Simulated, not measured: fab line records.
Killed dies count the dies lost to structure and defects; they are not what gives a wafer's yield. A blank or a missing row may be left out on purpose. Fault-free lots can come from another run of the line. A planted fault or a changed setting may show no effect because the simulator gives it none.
Which of the tools did it? | flow n5Finfet | Sampling: 22 lots, 66 wafers, 6 of 1938 route steps

== WHAT EACH GAUGE READ, for each wafer ==
N5_BEOL_M8_CD_MEAS_35: target cd 40 nm. Usual: 40.3 nm for cdNm, sd 0.63.
lot  | measured     | on       | cdNm (nm)      | flag
L074 | day 8 19:17  | cdSem-02 | 40.3 39.1 39.3 | 
L075 | day 9 14:19  | cdSem-01 | 40.0 39.5 40.5 | 
L077 | day 9 19:56  | cdSem-03 | 38.8 40.5 40.1 | 
L076 | day 9 22:02  | cdSem-01 | 41.5 40.5 40.1 | 
L078 | day 10 07:20 | cdSem-01 | 40.1 40.7 41.0 | 
L079 | day 10 16:38 | cdSem-02 | 39.7 40.4 41.6 | 
L080 | day 10 16:35 | cdSem-01 | 40.2 40.0 40.9 | 
L081 | day 10 20:55 | cdSem-02 | 39.3 40.5 39.7 | 
L082 | day 11 10:29 | cdSem-01 | 40.6 40.5 41.3 | 
L083 | day 11 12:34 | cdSem-02 | 39.7 38.4 39.5 | 
L084 | day 11 14:44 | cdSem-01 | 40.6 39.2 40.0 | 
L085 | day 11 18:58 | cdSem-02 | 40.5 41.8 40.7 | 
L086 | day 12 21:04 | cdSem-02 | 40.3 41.0 40.4 | 
L088 | day 13 05:56 | cdSem-03 | 40.0 39.6 40.3 | 
L087 | day 12 21:30 | cdSem-01 | 40.7 40.8 39.5 | 
L089 | day 13 05:57 | cdSem-02 | 40.8 41.2 40.8 | 
L090 | day 13 12:23 | cdSem-02 | 40.0 40.3 41.0 | 
L092 | day 13 19:56 | cdSem-03 | 40.4 39.9 40.9 | 
L094 | day 13 21:44 | cdSem-01 | 40.0 41.0 41.5 | 
L095 | day 15 00:42 | cdSem-03 | 40.5 39.9 41.3 | 
L096 | day 15 07:32 | cdSem-02 | 39.7 40.3 40.4 | 
L097 | day 15 17:53 | cdSem-02 | 41.1 41.0 40.5 | 

== WHAT TOOL EACH LOT RAN ON (gives the tool, then ch and the chambers of the sampled wafers, and finally the start) ==
lot  | N5_BEOL_M8_CURE_74           | N5_BEOL_M8_STRIP_67               | N5_BEOL_M8_DESCUM_33              | N5_BEOL_M8_ETCH_72                | N5_BEOL_M8_VIA_ETCH_34
L074 | uvCure-02 ch 1, day 8 14:28  | rieDiel-01 ch 0,2,3, day 8 17:38  | rieDiel-02 ch 0,1,2, day 8 18:42  | rieDiel-02 ch 0,1,2, day 8 18:44  | rieDiel-02 ch 0,1,2, day 8 18:53
L075 | uvCure-02 ch 0, day 9 08:34  | rieDiel-01 ch 0,1,3, day 9 12:57  | rieDiel-02 ch 0,1,2, day 9 13:44  | rieDiel-02 ch 0,1,2, day 9 13:46  | rieDiel-02 ch 0,1,2, day 9 13:55
L077 | uvCure-03 ch 1, day 9 15:05  | rieDiel-06 ch 0,2, day 9 18:42    | rieDiel-01 ch 0,1,2, day 9 19:21  | rieDiel-01 ch 0,1,2, day 9 19:23  | rieDiel-01 ch 0,1,2, day 9 19:32
L076 | uvCure-03 ch 2, day 9 15:29  | rieDiel-06 ch 1,2,3, day 9 19:40  | rieDiel-01 ch 1,2,3, day 9 21:28  | rieDiel-01 ch 1,2,3, day 9 21:29  | rieDiel-01 ch 1,2,3, day 9 21:38
L078 | uvCure-02 ch 1, day 10 03:52 | rieDiel-06 ch 0,2,3, day 10 05:54 | rieDiel-02 ch 0,1,3, day 10 06:44 | rieDiel-02 ch 0,1,3, day 10 06:47 | rieDiel-02 ch 0,1,3, day 10 06:55
L079 | uvCure-01 ch 0, day 10 06:51 | rieDiel-06 ch 0,1,3, day 10 11:05 | rieDiel-06 ch 1,2, day 10 16:03   | rieDiel-06 ch 1,2, day 10 16:05   | rieDiel-06 ch 1,2, day 10 16:14
L080 | uvCure-01 ch 2, day 10 10:17 | rieDiel-01 ch 1,2, day 10 11:35   | rieDiel-02 ch 1,2, day 10 16:00   | rieDiel-02 ch 1,2, day 10 16:02   | rieDiel-02 ch 1,2, day 10 16:11
L081 | uvCure-01 ch 1, day 10 15:52 | rieDiel-06 ch 0,1, day 10 17:13   | rieDiel-06 ch 0,1,3, day 10 20:20 | rieDiel-06 ch 0,1,3, day 10 20:22 | rieDiel-06 ch 0,1,3, day 10 20:31
L082 | uvCure-02 ch 2, day 11 06:01 | rieDiel-02 ch 0,2,3, day 11 08:20 | rieDiel-06 ch 1,3, day 11 09:55   | rieDiel-06 ch 1,3, day 11 09:57   | rieDiel-06 ch 1,3, day 11 10:05
L083 | uvCure-02 ch 0, day 11 08:59 | rieDiel-01 ch 1,2,3, day 11 10:44 | rieDiel-02 ch 0,2, day 11 11:53   | rieDiel-02 ch 0,2, day 11 11:55   | rieDiel-02 ch 0,2, day 11 12:04
L084 | uvCure-02 ch 1, day 11 09:43 | rieDiel-06 ch 1,2,3, day 11 11:56 | rieDiel-06 ch 1,2,3, day 11 14:09 | rieDiel-06 ch 1,2,3, day 11 14:11 | rieDiel-06 ch 1,2,3, day 11 14:20
L085 | uvCure-01 ch 2, day 11 15:11 | rieDiel-06 ch 2,3, day 11 17:30   | rieDiel-06 ch 0,2,3, day 11 18:23 | rieDiel-06 ch 0,2,3, day 11 18:25 | rieDiel-06 ch 0,2,3, day 11 18:34
L086 | uvCure-02 ch 2, day 12 13:05 | rieDiel-02 ch 1,3, day 12 16:36   | rieDiel-02 ch 0,1, day 12 20:29   | rieDiel-02 ch 0,1, day 12 20:31   | rieDiel-02 ch 0,1, day 12 20:40
L088 | uvCure-03 ch 2, day 12 13:50 | rieDiel-01 ch 0,2,3, day 12 16:47 | rieDiel-01 ch 0,1,3, day 13 05:21 | rieDiel-01 ch 0,1,3, day 13 05:23 | rieDiel-01 ch 0,1,3, day 13 05:32
L087 | uvCure-02 ch 0, day 12 14:48 | rieDiel-02 ch 0,1,3, day 12 16:54 | rieDiel-06 ch 0,1, day 12 20:54   | rieDiel-06 ch 0,1, day 12 20:56   | rieDiel-06 ch 0,1, day 12 21:05
L089 | uvCure-03 ch 1, day 12 23:15 | rieDiel-06 ch 0,1,2, day 13 04:32 | rieDiel-06 ch 2,3, day 13 05:16   | rieDiel-06 ch 2,3, day 13 05:18   | rieDiel-06 ch 2,3, day 13 05:27
L090 | uvCure-01 ch 0, day 13 08:08 | rieDiel-06 ch 1,2,3, day 13 10:04 | rieDiel-02 ch 0,3, day 13 11:48   | rieDiel-02 ch 0,3, day 13 11:50   | rieDiel-02 ch 0,3, day 13 11:59
L092 | uvCure-02 ch 0, day 13 16:24 | rieDiel-02 ch 0,1,3, day 13 18:07 | rieDiel-06 ch 0,1, day 13 19:20   | rieDiel-06 ch 0,1, day 13 19:23   | rieDiel-06 ch 0,1, day 13 19:31
L094 | uvCure-01 ch 1, day 13 18:14 | rieDiel-02 ch 0,1, day 13 20:22   | rieDiel-01 ch 0,2,3, day 13 21:10 | rieDiel-01 ch 0,2,3, day 13 21:11 | rieDiel-01 ch 0,2,3, day 13 21:20
L095 | uvCure-02 ch 2, day 14 14:58 | rieDiel-02 ch 0,1, day 14 20:51   | rieDiel-01 ch 2,3, day 15 00:07   | rieDiel-01 ch 2,3, day 15 00:09   | rieDiel-01 ch 2,3, day 15 00:18
L096 | uvCure-01 ch 1, day 15 03:49 | rieDiel-01 ch 0,2, day 15 05:35   | rieDiel-06 ch 1,2, day 15 06:57   | rieDiel-06 ch 1,2, day 15 06:59   | rieDiel-06 ch 1,2, day 15 07:08
L097 | uvCure-03 ch 2, day 15 13:10 | rieDiel-06 ch 0,1,3, day 15 15:05 | rieDiel-06 ch 0,2,3, day 15 17:17 | rieDiel-06 ch 0,2,3, day 15 17:19 | rieDiel-06 ch 0,2,3, day 15 17:28
- N5_BEOL_M8_CURE_74: cures SiCOH lowk, time 240 s.
- N5_BEOL_M8_STRIP_67: strips in CF4.
- N5_BEOL_M8_DESCUM_33: chemistry O2, time 7 s.
- N5_BEOL_M8_ETCH_72: etches underlayer in N2/H2, target depth 6.5 nm, time 5.2 s.
- N5_BEOL_M8_VIA_ETCH_34: etches SiCOH lowk in C4F6/O2, target depth 125.5 nm, time 50.5 s.

== AS READ BY THE TOOLS THEMSELVES (means over the sampled wafers that have a number; for cases with no such wafer, the mark the record gives instead) ==
N5_BEOL_M8_CURE_74. Usual: lampPowerPct 52.31 %, standard deviation 0.056; wafer_temp_C_max 386.5, standard deviation 0.55.
lot  | tool      | lampPowerPct (%) | wafer_temp_C_max | flag
L074 | uvCure-02 | 52.26            | 386.2            | 
L075 | uvCure-02 | 52.29            | 386.1            | 
L077 | uvCure-03 | 52.28            | 386.8            | 
L076 | uvCure-03 | 52.30            | 387.2            | 
L078 | uvCure-02 | 52.29            | 386.2            | 
L079 | uvCure-01 | 52.26            | 386.3            | 
L080 | uvCure-01 | 52.35            | 387.2            | 
L081 | uvCure-01 | 52.31            | 386.0            | 
L082 | uvCure-02 | 52.27            | 386.1            | 
L083 | uvCure-02 | 52.33            | 386.0            | 
L084 | uvCure-02 | 52.31            | 386.3            | 
L085 | uvCure-01 | 52.27            | 386.8            | 
L086 | uvCure-02 | 52.30            | 386.4            | 
L088 | uvCure-03 | 52.35            | 387.6            | 
L087 | uvCure-02 | 52.26            | 385.8            | 
L089 | uvCure-03 | 52.28            | 387.0            | 
L090 | uvCure-01 | 52.35            | 386.9            | 
L092 | uvCure-02 | 52.25            | 386.3            | 
L094 | uvCure-01 | 52.30            | 386.3            | 
L095 | uvCure-02 | 52.30            | 386.1            | 
L096 | uvCure-01 | 52.29            | 386.1            | 
L097 | uvCure-03 | 52.29            | 386.8            | 

N5_BEOL_M8_STRIP_67. Usual: drypumpMotorCurrentA 5.7 A, standard deviation 0.56; oesProductAu 0.81 a.u., standard deviation 0.054; rfVppV 271.5 V, standard deviation 1.7; showerheadPlenumPTorr 1.81 Torr, standard deviation 0.063; throttleValvePct 13.56 %, standard deviation 0.17.
lot  | tool       | drypumpMotorCurrentA (A) | oesProductAu (a.u.) | rfVppV (V) | showerheadPlenumPTorr (Torr) | throttleValvePct (%) | flag
L074 | rieDiel-01 | 6.1                      | 0.84                | 270.3      | 1.74                         | 13.60                | 
L075 | rieDiel-01 | 5.7                      | 0.74                | 270.3      | 1.75                         | 13.78                | 
L077 | rieDiel-06 | 5.4                      | 0.87                | 273.2      | 1.88                         | 13.47                | 
L076 | rieDiel-06 | 5.8                      | 0.83                | 272.5      | 1.83                         | 13.53                | 
L078 | rieDiel-06 | 5.3                      | 0.86                | 273.3      | 1.88                         | 13.45                | 
L079 | rieDiel-06 | 5.7                      | 0.83                | 272.6      | 1.83                         | 13.53                | 
L080 | rieDiel-01 | 6.0                      | 0.83                | 270.5      | 1.77                         | 13.54                | 
L081 | rieDiel-06 | 6.2                      | 0.81                | 270.6      | 1.78                         | 13.60                | 
L082 | rieDiel-02 | 5.4                      | 0.80                | 272.2      | 1.81                         | 13.49                | 
L083 | rieDiel-01 | 5.8                      | 0.79                | 270.7      | 1.76                         | 13.63                | 
L084 | rieDiel-06 | 5.7                      | 0.82                | 271.5      | 1.82                         | 13.56                | 
L085 | rieDiel-06 | 5.2                      | 0.83                | 272.7      | 1.87                         | 13.49                | 
L086 | rieDiel-02 | 5.3                      | 0.80                | 270.7      | 1.80                         | 13.57                | 
L088 | rieDiel-01 | 6.0                      | 0.87                | 271.8      | 1.80                         | 13.48                | 
L087 | rieDiel-02 | 5.4                      | 0.80                | 270.9      | 1.79                         | 13.52                | 
L089 | rieDiel-06 | 5.8                      | 0.81                | 272.8      | 1.83                         | 13.59                | 
L090 | rieDiel-06 | 5.8                      | 0.80                | 271.9      | 1.82                         | 13.59                | 
L092 | rieDiel-02 | 5.4                      | 0.79                | 270.6      | 1.79                         | 13.55                | 
L094 | rieDiel-02 | 5.7                      | 0.79                | 271.2      | 1.82                         | 13.45                | 
L095 | rieDiel-02 | 5.7                      | 0.78                | 271.5      | 1.82                         | 13.47                | 
L096 | rieDiel-01 | 6.2                      | 0.86                | 272.8      | 1.86                         | 13.47                | 
L097 | rieDiel-06 | 5.7                      | 0.79                | 271.6      | 1.82                         | 13.60                | 

N5_BEOL_M8_DESCUM_33. Usual: drypumpMotorCurrentA 5.6 A, standard deviation 0.54; oesProductAu 0.82 a.u., standard deviation 0.056; rfVppV 243.6 V, standard deviation 1.6; showerheadPlenumPTorr 2.11 Torr, standard deviation 0.089; throttleValvePct 20.40 %, standard deviation 0.17.
lot  | tool       | drypumpMotorCurrentA (A) | oesProductAu (a.u.) | rfVppV (V) | showerheadPlenumPTorr (Torr) | throttleValvePct (%) | flag
L074 | rieDiel-02 | 5.8                      | 0.83                | 243.9      | 2.16                         | 20.23                | 
L075 | rieDiel-02 | 5.7                      | 0.82                | 243.5      | 2.16                         | 20.24                | 
L077 | rieDiel-01 | 5.9                      | 0.76                | 241.6      | 2.03                         | 20.43                | 
L076 | rieDiel-01 | 5.8                      | 0.81                | 242.8      | 2.05                         | 20.38                | 
L078 | rieDiel-02 | 5.4                      | 0.82                | 242.8      | 2.08                         | 20.25                | 
L079 | rieDiel-06 | 5.9                      | 0.84                | 243.9      | 2.15                         | 20.51                | 
L080 | rieDiel-02 | 5.6                      | 0.80                | 243.7      | 2.15                         | 20.32                | 
L081 | rieDiel-06 | 5.7                      | 0.82                | 245.3      | 2.15                         | 20.47                | 
L082 | rieDiel-06 | 6.2                      | 0.80                | 243.8      | 2.07                         | 20.45                | 
L083 | rieDiel-02 | 5.8                      | 0.79                | 245.1      | 2.18                         | 20.35                | 
L084 | rieDiel-06 | 5.8                      | 0.83                | 245.0      | 2.13                         | 20.46                | 
L085 | rieDiel-06 | 5.3                      | 0.84                | 244.9      | 2.21                         | 20.47                | 
L086 | rieDiel-02 | 5.7                      | 0.79                | 242.9      | 2.11                         | 20.21                | 
L088 | rieDiel-01 | 5.7                      | 0.90                | 242.9      | 2.10                         | 20.33                | 
L087 | rieDiel-06 | 6.2                      | 0.80                | 242.9      | 2.08                         | 20.55                | 
L089 | rieDiel-06 | 5.2                      | 0.82                | 245.1      | 2.19                         | 20.44                | 
L090 | rieDiel-02 | 5.1                      | 0.79                | 242.8      | 2.04                         | 20.41                | 
L092 | rieDiel-06 | 5.7                      | 0.81                | 244.3      | 2.15                         | 20.57                | 
L094 | rieDiel-01 | 6.1                      | 0.85                | 243.2      | 2.09                         | 20.31                | 
L095 | rieDiel-01 | 5.9                      | 0.79                | 241.9      | 2.02                         | 20.41                | 
L096 | rieDiel-06 | 5.8                      | 0.79                | 243.7      | 2.13                         | 20.58                | 
L097 | rieDiel-06 | 5.3                      | 0.81                | 244.7      | 2.20                         | 20.54                | 

N5_BEOL_M8_ETCH_72. Usual: drypumpMotorCurrentA 5.6 A, standard deviation 0.54; etchRfOnTimeS 5.18 s, standard deviation 0.09; oesProductAu 0.70 a.u., standard deviation 0.05; rfVppV 525 V, standard deviation 3; showerheadPlenumPTorr 2.57 Torr, standard deviation 0.1; throttleValvePct 17.79 %, standard deviation 0.16.
lot  | tool       | drypumpMotorCurrentA (A) | etchRfOnTimeS (s) | oesProductAu (a.u.) | rfVppV (V) | showerheadPlenumPTorr (Torr) | throttleValvePct (%) | flag
L074 | rieDiel-02 | 5.7                      | 5.12              | 0.71                | 527        | 2.63                         | 17.62                | 
L075 | rieDiel-02 | 5.7                      | 5.11              | 0.71                | 525        | 2.62                         | 17.65                | 
L077 | rieDiel-01 | 5.9                      | 5.17              | 0.66                | 522        | 2.47                         | 17.89                | 
L076 | rieDiel-01 | 5.8                      | 5.24              | 0.69                | 523        | 2.49                         | 17.79                | 
L078 | rieDiel-02 | 5.4                      | 5.16              | 0.70                | 523        | 2.54                         | 17.66                | 
L079 | rieDiel-06 | 5.8                      | 5.13              | 0.71                | 527        | 2.61                         | 17.93                | 
L080 | rieDiel-02 | 5.7                      | 5.20              | 0.69                | 526        | 2.61                         | 17.65                | 
L081 | rieDiel-06 | 5.7                      | 5.21              | 0.70                | 526        | 2.61                         | 17.82                | 
L082 | rieDiel-06 | 6.2                      | 5.24              | 0.68                | 524        | 2.52                         | 17.89                | 
L083 | rieDiel-02 | 5.8                      | 5.19              | 0.68                | 527        | 2.65                         | 17.75                | 
L084 | rieDiel-06 | 5.8                      | 5.19              | 0.70                | 525        | 2.60                         | 17.88                | 
L085 | rieDiel-06 | 5.3                      | 5.16              | 0.72                | 527        | 2.68                         | 17.80                | 
L086 | rieDiel-02 | 5.7                      | 5.23              | 0.68                | 525        | 2.57                         | 17.59                | 
L088 | rieDiel-01 | 5.7                      | 5.10              | 0.78                | 526        | 2.56                         | 17.75                | 
L087 | rieDiel-06 | 6.2                      | 5.27              | 0.67                | 523        | 2.53                         | 17.98                | 
L089 | rieDiel-06 | 5.2                      | 5.09              | 0.71                | 528        | 2.66                         | 17.75                | 
L090 | rieDiel-02 | 5.1                      | 5.18              | 0.67                | 524        | 2.49                         | 17.82                | 
L092 | rieDiel-06 | 5.7                      | 5.28              | 0.68                | 526        | 2.61                         | 17.92                | 
L094 | rieDiel-01 | 6.1                      | 5.14              | 0.74                | 524        | 2.54                         | 17.71                | 
L095 | rieDiel-01 | 6.0                      | 5.29              | 0.68                | 523        | 2.46                         | 17.77                | 
L096 | rieDiel-06 | 5.9                      | 5.15              | 0.68                | 525        | 2.60                         | 18.01                | 
L097 | rieDiel-06 | 5.3                      | 5.14              | 0.68                | 527        | 2.67                         | 17.84                | 

N5_BEOL_M8_VIA_ETCH_34. Usual: drypumpMotorCurrentA 5.6 A, standard deviation 0.54; mfcArSccm 299.8 sccm, standard deviation 0.96; oes_o_777_au 0.82 a.u., standard deviation 0.053; oesProductAu 0.82 a.u., standard deviation 0.059; rfVppV 666 V, standard deviation 7; showerheadPlenumPTorr 2.87 Torr, standard deviation 0.11; throttleValvePct 20.84 %, standard deviation 0.14.
lot  | tool       | drypumpMotorCurrentA (A) | mfcArSccm (sccm) | oes_o_777_au (a.u.) | oesProductAu (a.u.) | rfVppV (V) | showerheadPlenumPTorr (Torr) | throttleValvePct (%) | flag
L074 | rieDiel-02 | 5.7                      | 300.0            | 0.85                | 0.83                | 658        | 2.92                         | 20.64                | 
L075 | rieDiel-02 | 5.7                      | 300.2            | 0.84                | 0.83                | 657        | 2.91                         | 20.64                | 
L077 | rieDiel-01 | 5.9                      | 300.5            | 0.77                | 0.76                | 660        | 2.76                         | 20.94                | 
L076 | rieDiel-01 | 5.8                      | 299.5            | 0.81                | 0.80                | 664        | 2.78                         | 20.82                | 
L078 | rieDiel-02 | 5.4                      | 299.5            | 0.83                | 0.81                | 661        | 2.83                         | 20.72                | 
L079 | rieDiel-06 | 5.9                      | 299.9            | 0.85                | 0.84                | 670        | 2.92                         | 20.97                | 
L080 | rieDiel-02 | 5.6                      | 300.2            | 0.84                | 0.81                | 659        | 2.90                         | 20.61                | 
L081 | rieDiel-06 | 5.7                      | 299.1            | 0.82                | 0.82                | 673        | 2.90                         | 20.85                | 
L082 | rieDiel-06 | 6.2                      | 299.0            | 0.80                | 0.79                | 671        | 2.81                         | 20.87                | 
L083 | rieDiel-02 | 5.7                      | 299.4            | 0.83                | 0.79                | 654        | 2.95                         | 20.73                | 
L084 | rieDiel-06 | 5.7                      | 301.5            | 0.82                | 0.82                | 672        | 2.90                         | 20.92                | 
L085 | rieDiel-06 | 5.3                      | 299.7            | 0.84                | 0.84                | 674        | 3.00                         | 20.90                | 
L086 | rieDiel-02 | 5.6                      | 300.5            | 0.81                | 0.80                | 661        | 2.86                         | 20.62                | 
L088 | rieDiel-01 | 5.7                      | 301.3            | 0.91                | 0.92                | 666        | 2.86                         | 20.81                | 
L087 | rieDiel-06 | 6.2                      | 300.3            | 0.80                | 0.79                | 667        | 2.81                         | 20.90                | 
L089 | rieDiel-06 | 5.2                      | 299.6            | 0.83                | 0.82                | 676        | 2.98                         | 20.90                | 
L090 | rieDiel-02 | 5.1                      | 300.5            | 0.78                | 0.78                | 662        | 2.78                         | 20.88                | 
L092 | rieDiel-06 | 5.8                      | 299.5            | 0.81                | 0.80                | 670        | 2.90                         | 20.89                | 
L094 | rieDiel-01 | 6.0                      | 299.4            | 0.85                | 0.85                | 665        | 2.85                         | 20.81                | 
L095 | rieDiel-01 | 5.9                      | 300.0            | 0.80                | 0.80                | 664        | 2.75                         | 20.87                | 
L096 | rieDiel-06 | 5.8                      | 299.1            | 0.80                | 0.79                | 669        | 2.90                         | 21.03                | 
L097 | rieDiel-06 | 5.3                      | 299.2            | 0.81                | 0.80                | 675        | 2.98                         | 20.95                | 

== THE ANSWER, worked out from the rows above alone ==
Rule: take the mean of a lot's wafers that have a number; if it is more than 3 standard deviations from the usual mean, the lot is off. Also off: a lot with no number at a reading for which 4 or more lots have one. Any other lot the step has rows for is counted as sound. First the gauges in route order, then the tools' own readings, where a lot's mean is used as printed above. The first step at which some lot is off is used, and at that step the reading that is off furthest; a lot without a number counts as furthest.
Across all readings shown, no lot is off: no conclusion can be drawn from this.

== WHAT WAS PUT IN BY THE SIMULATOR ==
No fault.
